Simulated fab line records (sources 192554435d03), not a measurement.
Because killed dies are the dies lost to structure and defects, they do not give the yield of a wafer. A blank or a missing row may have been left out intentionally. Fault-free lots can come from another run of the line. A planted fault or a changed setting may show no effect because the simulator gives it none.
fab line records + flow n5-finfet
[record]
- lots = 10
- wafers = 30
- last-day = 19
route steps=1938 shown BEOL_M14@1748 BEOL_M15@1779
lots that met no fault: taken from a fault-free run of the same line
start-h: hours from the record's first day to the start of the lot's first wafer shown + wait-h: hours from the lot's prior step to this one + " repeats the value in the row above + L1.1+2: several wafers, shown together as one row + - value missing, or start not given + * or withheld: withheld + < > ~ a bound
route shown NAME@n: NAME is a module with steps in the file, n the number in the route of the first one + usual: mean/standard deviation of fault-free wafers + same: alike in all rows + chamber/n: place in a boat + sites: the reading at each site + _std_site: standard deviation across them + _edge_site: outer sites' mean less inner sites' + radius-mm: how far each site lies from the wafer's centre + mask NAME#n: copy n + behind: tool/chamber where the wafer was last shaped + hold: why the lot went on hold/how many hours it stayed there/how the hold came to an end + device: which transistor (n, p or np) failed to switch + end of line: at the end of the route, the tests of the same wafers + step lacking rows: just its recipe + killed: the dies lost at the first sort to structure and to defects; this is not the yield of the wafer + map: a wafer's dies, x killed, . not, _ none there
set.NAME: the setting the step ran with; set.NAME@STEP: the setting that earlier step ran with + model.NAME: the simulator's own value behind a step, which no gauge read
the route's steps for a sample of lots (tables are steps, rows are wafers)
services: from which hour (start-h, from the record's first day; less than 0 if before it) a tool's chamber was out of use, for how many hours, and why
[[steps]]
[step N5_BEOL_M14_INSPECT_30]
[recipe]
- mode = adi
- inspect-instrument = macro
[usual]
- raw-defect-count = 1.8/1.3
| lot.wafer | tool              | chamber | start-h | wait-h | raw-defect-count |
|-----------|-------------------|---------|---------|--------|------------------|
| L146.3    | defect-inspect-02 | -       | 295.43  | 0.0    | 1                |
| L146.4    | "                 | -       | "       | "      | 0                |
| L146.5    | "                 | -       | "       | "      | 0                |
| L147.3    | defect-inspect-01 | -       | 311.08  | 0.0    | 2                |
| L147.4    | "                 | -       | "       | "      | 3                |
| L147.5    | "                 | -       | "       | "      | 2                |
| L149.3    | defect-inspect-01 | -       | 311.70  | 0.0    | 2                |
| L149.4    | "                 | -       | "       | "      | 1                |
| L149.6    | "                 | -       | "       | "      | 2                |
| L150.2    | defect-inspect-02 | -       | 315.96  | 0.0    | 2                |
| L150.4    | "                 | -       | "       | "      | 3                |
| L150.6    | "                 | -       | "       | "      | 0                |
| L153.1    | defect-inspect-01 | -       | 340.07  | 0.0    | 2                |
| L153.2    | "                 | -       | "       | "      | 2                |
| L153.6    | "                 | -       | "       | "      | 0                |
| L158.3    | defect-inspect-01 | -       | 383.00  | 0.0    | 0                |
| L158.5    | "                 | -       | "       | "      | 1                |
| L158.6    | "                 | -       | "       | "      | 2                |
| L164.2    | defect-inspect-01 | -       | 387.27  | 0.0    | 3                |
| L164.3    | "                 | -       | "       | "      | 2                |
| L164.6    | "                 | -       | "       | "      | 6                |
| L163.3    | defect-inspect-02 | -       | 403.01  | 0.0    | 3                |
| L163.5    | "                 | -       | "       | "      | 2                |
| L163.6    | "                 | -       | "       | "      | 2                |
| L165.1    | defect-inspect-01 | -       | 434.27  | 0.0    | 1                |
| L165.2    | "                 | -       | "       | "      | 3                |
| L165.3    | "                 | -       | "       | "      | 2                |
| L166.1    | defect-inspect-02 | -       | 434.37  | 0.0    | 2                |
| L166.2    | "                 | -       | "       | "      | 0                |
| L166.4    | "                 | -       | "       | "      | 0                |
[step N5_BEOL_M14_STRIP_37]
[recipe]
- chemistry = O2
- power-w = 600
- temp-c = 60
- pressure-mtorr = 30
- rf-frequency-hz = 6e+07
- bias-power-w = 0
- overash-fraction = 0.3
- o2-flow-sccm = 225
[usual]
- drypump-motor-current-A = 5.8/0.53
- oes-product-au = 0.84/0.091
- rf-vpp-V = 3.8/0.98
- showerhead-plenum-p-Torr = 2.12/0.085
- temp-c = 60.02/0.11
- throttle-valve-pct = 16.5/0.3
| lot.wafer | tool        | chamber | start-h | wait-h | drypump-motor-current-A | oes-product-au | rf-hours-counter-h | rf-vpp-V | showerhead-plenum-p-Torr | temp-c | throttle-valve-pct |
|-----------|-------------|---------|---------|--------|-------------------------|----------------|--------------------|----------|--------------------------|--------|--------------------|
| L146.3    | rie-diel-06 | 1       | 296.53  | 0.4    | 5.2                     | 0.65           | 237                | 3.3      | 2.17                     | 60.01  | 16.9               |
| L146.4    | "           | 3       | "       | "      | 6.8                     | 0.96           | -                  | 4.7      | 2.13                     | 59.98  | 16.2               |
| L146.5    | "           | 1       | "       | "      | 5.2                     | 0.67           | -                  | 3.3      | 2.17                     | 59.91  | 16.9               |
| L147.3    | rie-diel-03 | 3       | 313.29  | 1.6    | 6.1                     | 0.95           | 15                 | 4.7      | 2.23                     | 59.96  | 16.3               |
| L147.4    | "           | 2       | "       | "      | 5.6                     | 0.69           | 226                | 3.5      | 1.98                     | 60.08  | 16.7               |
| L147.5    | "           | 3       | "       | "      | 6.1                     | 0.94           | -                  | 2.8      | 2.23                     | 60.00  | 16.3               |
| L149.3    | rie-diel-03 | 3       | 313.46  | 1.1    | 6.1                     | 0.93           | 15                 | 3.7      | 2.23                     | 59.84  | 16.3               |
| L149.4    | "           | 1       | "       | "      | 5.9                     | 0.72           | 212                | 4.9      | 2.18                     | 59.91  | 17.3               |
| L149.6    | "           | 0       | "       | "      | 4.9                     | 0.86           | -                  | 6.1      | 2.05                     | 59.93  | 16.4               |
| L150.2    | rie-diel-06 | 3       | 317.37  | 0.8    | 6.7                     | 0.94           | 12                 | 3.1      | 2.13                     | 60.05  | 16.2               |
| L150.4    | "           | 2       | "       | "      | 6.2                     | 0.97           | 3                  | 3.4      | 2.17                     | 59.80  | 16.5               |
| L150.6    | "           | 0       | "       | "      | 5.9                     | 0.70           | -                  | 5.2      | 2.14                     | 60.00  | 16.8               |
| L153.1    | rie-diel-06 | 2       | 341.32  | 0.4    | 6.2                     | 0.93           | 11                 | 3.0      | 2.16                     | 60.07  | 16.5               |
| L153.2    | "           | 0       | "       | "      | 5.9                     | 0.70           | 245                | 6.2      | 2.13                     | 60.18  | 16.8               |
| L153.6    | "           | 2       | "       | "      | 6.2                     | 0.94           | -                  | 3.6      | 2.16                     | 60.10  | 16.5               |
| L158.3    | rie-diel-02 | 0       | 384.75  | 1.1    | 6.1                     | 0.82           | 93                 | 4.2      | 2.21                     | 60.19  | 16.2               |
| L158.5    | "           | 2       | "       | "      | 5.2                     | 0.87           | -                  | 3.8      | 2.04                     | 60.05  | 16.4               |
| L158.6    | "           | 3       | "       | "      | 6.3                     | 0.98           | -                  | 4.2      | 2.24                     | 59.90  | 16.1               |
| L164.2    | rie-diel-03 | 0       | 388.99  | 0.8    | 4.8                     | 0.83           | 75                 | 4.1      | 2.04                     | 59.99  | 16.4               |
| L164.3    | "           | 3       | "       | "      | 6.1                     | 0.89           | 41                 | 6.0      | 2.22                     | 59.97  | 16.4               |
| L164.6    | "           | 1       | "       | "      | 5.9                     | 0.71           | -                  | 2.9      | 2.17                     | 60.07  | 17.3               |
| L163.3    | rie-diel-06 | 2       | 407.77  | 4.1    | 6.2                     | 0.86           | -                  | 2.9      | 2.15                     | 59.80  | 16.6               |
| L163.5    | "           | 2       | "       | "      | 6.2                     | 0.88           | -                  | 3.0      | 2.15                     | 59.81  | 16.6               |
| L163.6    | "           | 3       | "       | "      | 6.8                     | 0.87           | -                  | 3.6      | 2.12                     | 60.12  | 16.3               |
| L165.1    | rie-diel-02 | 1       | 436.78  | 1.9    | 5.4                     | 0.84           | 52                 | 3.7      | 2.05                     | 59.91  | 16.8               |
| L165.2    | "           | 3       | "       | "      | 6.4                     | 0.89           | 19                 | 4.2      | 2.23                     | 59.96  | 16.2               |
| L165.3    | "           | 2       | "       | "      | 5.1                     | 0.82           | 72                 | 2.1      | 2.04                     | 60.00  | 16.5               |
| L166.1    | rie-diel-02 | 1       | 437.44  | 2.1    | 5.5                     | 0.87           | 52                 | 4.2      | 2.05                     | 60.08  | 16.8               |
| L166.2    | "           | 0       | "       | "      | 6.1                     | 0.80           | 112                | 4.5      | 2.21                     | 59.95  | 16.3               |
| L166.4    | "           | 2       | "       | "      | 5.2                     | 0.82           | 72                 | 3.4      | 2.04                     | 60.00  | 16.5               |
[step N5_BEOL_M15_EXPOSE_07]
[recipe]
- mask-id = V14
- na = 0.8
- source-shape = annular
- sigma-inner = 0.5
- sigma-outer = 0.8
- polarization = unpolarized
- attpsm-phase-deg = 180
- dose-mj = 41.25
| lot.wafer  | tool           | chamber | start-h | wait-h | mask  |
|------------|----------------|---------|---------|--------|-------|
| L146.3+4+5 | krf-scanner-02 | 0       | 298.86  | -      | V14#0 |
| L147.3+4+5 | krf-scanner-01 | 0       | 315.83  | -      | V14#0 |
| L149.3+4+6 | krf-scanner-01 | 0       | 315.87  | -      | V14#0 |
| L150.2+4+6 | krf-scanner-01 | 0       | 320.42  | -      | V14#0 |
| L153.1+2+6 | krf-scanner-01 | 0       | 344.16  | -      | V14#0 |
| L158.3+5+6 | krf-scanner-01 | 0       | 388.84  | -      | V14#0 |
| L164.2+3+6 | krf-scanner-02 | 0       | 391.80  | -      | V14#0 |
| L163.3+5+6 | krf-scanner-01 | 0       | 410.12  | -      | V14#0 |
| L165.1+2+3 | krf-scanner-02 | 0       | 439.37  | -      | V14#0 |
| L166.1+2+4 | krf-scanner-02 | 0       | 440.48  | -      | V14#0 |
[step N5_BEOL_M15_OVL_MEAS_11]
[recipe]
- points-per-wafer = 44
[usual]
- V14_OVL = 1/4.8
| lot.wafer | tool       | chamber | start-h | wait-h | V14_OVL[nm] |
|-----------|------------|---------|---------|--------|-------------|
| L146.3    | overlay-02 | 0       | 299.05  | 0.0    | 2           |
| L146.4    | "          | 0       | "       | "      | 0           |
| L146.5    | "          | 0       | "       | "      | 3           |
| L147.3    | overlay-02 | 0       | 316.03  | 0.0    | 3           |
| L147.4    | "          | 0       | "       | "      | 2           |
| L147.5    | "          | 0       | "       | "      | -10         |
| L149.3    | overlay-02 | 0       | 316.06  | 0.0    | 0           |
| L149.4    | "          | 0       | "       | "      | 6           |
| L149.6    | "          | 0       | "       | "      | 4           |
| L150.2    | overlay-01 | 0       | 320.62  | 0.0    | 11          |
| L150.4    | "          | 0       | "       | "      | 10          |
| L150.6    | "          | 0       | "       | "      | 9           |
| L153.1    | overlay-02 | 0       | 344.36  | 0.0    | 1           |
| L153.2    | "          | 0       | "       | "      | -3          |
| L153.6    | "          | 0       | "       | "      | -3          |
| L158.3    | overlay-01 | 0       | 389.03  | 0.0    | 41          |
| L158.5    | "          | 0       | "       | "      | 44          |
| L158.6    | "          | 0       | "       | "      | 43          |
| L164.2    | overlay-01 | 0       | 392.00  | 0.0    | -2          |
| L164.3    | "          | 0       | "       | "      | -3          |
| L164.6    | "          | 0       | "       | "      | 1           |
| L163.3    | overlay-01 | 0       | 410.32  | 0.0    | 40          |
| L163.5    | "          | 0       | "       | "      | 31          |
| L163.6    | "          | 0       | "       | "      | 41          |
| L165.1    | overlay-01 | 0       | 439.57  | 0.0    | -1          |
| L165.2    | "          | 0       | "       | "      | 4           |
| L165.3    | "          | 0       | "       | "      | 8           |
| L166.1    | overlay-01 | 0       | 440.68  | 0.0    | -3          |
| L166.2    | "          | 0       | "       | "      | -9          |
| L166.4    | "          | 0       | "       | "      | -2          |
[step N5_BEOL_M15_STRIP_63]
[recipe]
- chemistry = O2
- power-w = 600
- temp-c = 60
- pressure-mtorr = 30
- rf-frequency-hz = 6e+07
- bias-power-w = 0
- overash-fraction = 0.3
- o2-flow-sccm = 225
[usual]
- drypump-motor-current-A = 5.6/0.47
- oes-product-au = 0.81/0.083
- rf-vpp-V = 3.7/0.85
- showerhead-plenum-p-Torr = 2.09/0.078
- temp-c = 60.00/0.12
- throttle-valve-pct = 16.74/0.19
| lot.wafer | tool        | chamber | start-h | wait-h | drypump-motor-current-A | oes-product-au | rf-hours-counter-h | rf-vpp-V | showerhead-plenum-p-Torr | temp-c | throttle-valve-pct |
|-----------|-------------|---------|---------|--------|-------------------------|----------------|--------------------|----------|--------------------------|--------|--------------------|
| L146.3    | rie-diel-05 | 0       | -       | -      | 4.7                     | 0.70           | 232                | 3.6      | 2.17                     | 60.13  | 17.01              |
| L146.4    | "           | 1       | "       | "      | 5.9                     | 0.85           | 89                 | 6.1      | 2.22                     | 60.00  | 16.95              |
| L146.5    | "           | 1       | "       | "      | 5.9                     | 0.84           | -                  | 2.8      | 2.22                     | 59.96  | 16.94              |
| L147.3    | rie-diel-05 | 3       | -       | -      | 5.0                     | 0.82           | 77                 | 2.8      | 2.02                     | 60.17  | 16.51              |
| L147.4    | "           | 2       | "       | "      | 5.5                     | 0.74           | 181                | 2.3      | 2.02                     | 59.98  | 16.90              |
| L147.5    | "           | 1       | "       | "      | 5.9                     | 0.83           | -                  | 4.3      | 2.22                     | 59.75  | 16.93              |
| L149.3    | rie-diel-01 | 0       | -       | -      | 6.1                     | 0.89           | 28                 | 1.8      | 2.13                     | 59.97  | 16.68              |
| L149.4    | "           | 1       | "       | "      | 6.1                     | 0.70           | 243                | 3.0      | 2.17                     | 60.07  | 16.86              |
| L149.6    | "           | 0       | "       | "      | 6.1                     | 0.89           | -                  | 2.9      | 2.13                     | 59.81  | 16.65              |
| L150.2    | rie-diel-01 | 0       | -       | -      | 6.1                     | 0.88           | 30                 | 5.7      | 2.13                     | 59.89  | 16.67              |
| L150.4    | "           | 1       | "       | "      | 6.2                     | 0.68           | 245                | 4.2      | 2.17                     | 59.82  | 16.86              |
| L150.6    | "           | 0       | "       | "      | 6.1                     | 0.88           | -                  | 3.7      | 2.13                     | 60.16  | 16.68              |
| L153.1    | rie-diel-05 | 0       | -       | -      | 4.7                     | 0.67           | 245                | 4.7      | 2.16                     | 60.08  | 17.03              |
| L153.2    | "           | 1       | "       | "      | 5.9                     | 0.82           | 102                | 3.5      | 2.22                     | 59.88  | 16.98              |
| L153.6    | "           | 3       | "       | "      | 5.0                     | 0.81           | -                  | 3.0      | 2.02                     | 60.05  | 16.49              |
| L158.3    | rie-diel-01 | 3       | -       | -      | 6.3                     | 0.81           | 96                 | 4.6      | 2.01                     | 60.09  | 16.62              |
| L158.5    | "           | 3       | "       | "      | 6.3                     | 0.84           | -                  | 2.4      | 2.01                     | 60.06  | 16.60              |
| L158.6    | "           | 2       | "       | "      | 5.1                     | 0.79           | -                  | 3.5      | 2.12                     | 59.92  | 16.65              |
| L164.2    | rie-diel-05 | 2       | -       | -      | 5.5                     | 0.72           | 207                | 4.1      | 2.01                     | 60.15  | 16.92              |
| L164.3    | "           | 0       | "       | "      | 4.7                     | 0.98           | 5                  | 3.4      | 2.16                     | 59.82  | 16.57              |
| L164.6    | "           | 1       | "       | "      | 5.9                     | 0.81           | -                  | 2.7      | 2.21                     | 59.96  | 17.01              |
| L163.3    | rie-diel-04 | 1       | -       | -      | 5.7                     | 0.78           | -                  | 4.1      | 2.03                     | 60.09  | 16.85              |
| L163.5    | "           | 1       | "       | "      | 5.8                     | 0.77           | -                  | 3.5      | 2.02                     | 59.97  | 16.85              |
| L163.6    | "           | 3       | "       | "      | 5.9                     | 0.92           | -                  | 4.2      | 2.06                     | 60.20  | 16.79              |
| L165.1    | rie-diel-01 | 2       | -       | -      | 5.2                     | 0.78           | 120                | 4.0      | 2.12                     | 60.15  | 16.63              |
| L165.2    | "           | 1       | "       | "      | 6.1                     | 0.91           | 23                 | 3.5      | 2.16                     | 60.01  | 16.41              |
| L165.3    | "           | 3       | "       | "      | 6.4                     | 0.79           | 110                | 2.8      | 2.00                     | 60.07  | 16.65              |
| L166.1    | rie-diel-05 | 3       | -       | -      | 5.0                     | 0.78           | 107                | 2.6      | 2.01                     | 60.08  | 16.56              |
| L166.2    | "           | 2       | "       | "      | 5.5                     | 0.70           | 222                | 4.1      | 2.01                     | 59.76  | 16.99              |
| L166.4    | "           | 1       | "       | "      | 5.9                     | 0.79           | 135                | 4.3      | 2.20                     | 59.84  | 17.05              |
[[services]]
| tool           | chamber | start-h | hours | kind   |
|----------------|---------|---------|-------|--------|
| krf-scanner-01 | -       | 282.57  | 14.8  | repair |
| krf-scanner-01 | -       | 297.41  | 0.8   | pm     |
| rie-diel-01    | 0       | 301.70  | 3.2   | repair |
| krf-scanner-01 | -       | 302.56  | 1.3   | pm     |
| krf-scanner-02 | -       | 304.97  | 3.0   | pm     |
| krf-scanner-02 | -       | 342.33  | 2.3   | repair |
| krf-scanner-02 | -       | 353.38  | 1.0   | pm     |
| krf-scanner-02 | -       | 361.06  | 1.3   | pm     |
| krf-scanner-02 | -       | 363.56  | 5.5   | repair |
| rie-diel-06    | -       | 367.66  | 0.3   | repair |
| krf-scanner-01 | -       | 368.52  | 0.9   | repair |
| krf-scanner-01 | -       | 378.09  | 0.2   | repair |
| rie-diel-01    | 0       | 378.42  | 9.6   | repair |
| rie-diel-05    | 3       | 378.97  | 14.3  | repair |
| rie-diel-05    | 0       | 379.15  | 1.6   | repair |
| rie-diel-06    | 0       | 391.80  | 48.8  | repair |
| krf-scanner-02 | -       | 398.66  | 1.8   | repair |
| krf-scanner-01 | -       | 401.23  | 1.0   | pm     |
| rie-diel-06    | 1       | 404.37  | 14.4  | repair |
| krf-scanner-02 | -       | 409.92  | 0.8   | pm     |
| krf-scanner-02 | -       | 417.62  | 5.0   | repair |
| rie-diel-05    | 3       | 430.73  | 9.2   | repair |
| krf-scanner-01 | -       | 431.86  | 4.0   | pm     |
| krf-scanner-01 | -       | 438.64  | 0.8   | pm     |
[[key]]
[first-sign]
- step = N5_BEOL_M15_OVL_MEAS_11
- reading = V14_OVL
- direction = up
- sigmas = 8.2
- usual = 1
- struck = 40
effect none on later readings
met-at N5_BEOL_M15_EXPOSE_07
struck-lots L158,L163
not-acting-at N5_BEOL_M14_INSPECT_30,N5_BEOL_M14_STRIP_37,N5_BEOL_M15_STRIP_63
onset-between 344.16 388.84
[fault]
- kind = scanner-matching-overlay
- tool = krf-scanner-01
- chamber = -
- onset-h = 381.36
- steps = N5_BEOL_M15_EXPOSE_07
- offset = 38.695
